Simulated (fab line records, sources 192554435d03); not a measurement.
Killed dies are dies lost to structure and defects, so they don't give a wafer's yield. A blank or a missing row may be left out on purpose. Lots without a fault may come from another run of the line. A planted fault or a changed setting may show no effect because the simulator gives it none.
Chamber matching | flow n5_finfet | N5_BEOL_M2_ETCH_70 on rie_diel-05: 4 sister chambers
The step etches SOC in N2/H2, target depth 80 nm, overetch 24 nm, time 130 s. 7 wafers are shown with their chamber, then 6 later ones without.

WAFERS WITH THEIR CHAMBER
wafer  | chamber | throttle_valve_pct (%) | oes_product_au (a.u.)
L077.4 | 1       | 17.36                  | 0.62
L077.6 | 2       | 17.95                  | 0.52
L078.2 | 2       | 17.94                  | 0.52
L079.2 | 3       | 18.02                  | 0.66
L079.5 | 3       | 18.03                  | 0.65
L080.1 | 0       | 17.80                  | 0.58
L080.4 | 0       | 17.81                  | 0.58

WAFERS WITHOUT THEIR CHAMBER
wafer  | throttle_valve_pct (%) | oes_product_au (a.u.)
L080.6 | 18.02                  | 0.65
L090.3 | 18.07                  | 0.62
L090.4 | 17.52                  | 0.67
L090.5 | 17.53                  | 0.67
L095.2 | 17.55                  | 0.65
L095.4 | 18.07                  | 0.61

WHICH CHAMBER EACH WENT THROUGH
wafer  | from the rows above | in truth
L080.6 | 3                   | 3
L090.3 | 3                   | 3
L090.4 | 1                   | 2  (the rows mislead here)
L090.5 | 1                   | 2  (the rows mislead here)
L095.2 | 1                   | 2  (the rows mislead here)
L095.4 | 3                   | 3
Placed correctly: 3 of 6. Can't be placed from these rows: 0. Placed wrongly: 3.
How it was worked out, from the rows above alone: a wafer's distance from a chamber is the root of the sum, over the readings, of the square of ((its reading less the chamber's mean) divided by the reading's scatter). The wafer belongs to the nearest chamber; if the next one is less than 2 further off, it can't be placed. A chamber's mean is the mean of its shown wafers. The scatter: the root of (the sum of the squares of (reading less its chamber's mean) over the shown wafers, divided by (wafers less chambers)).
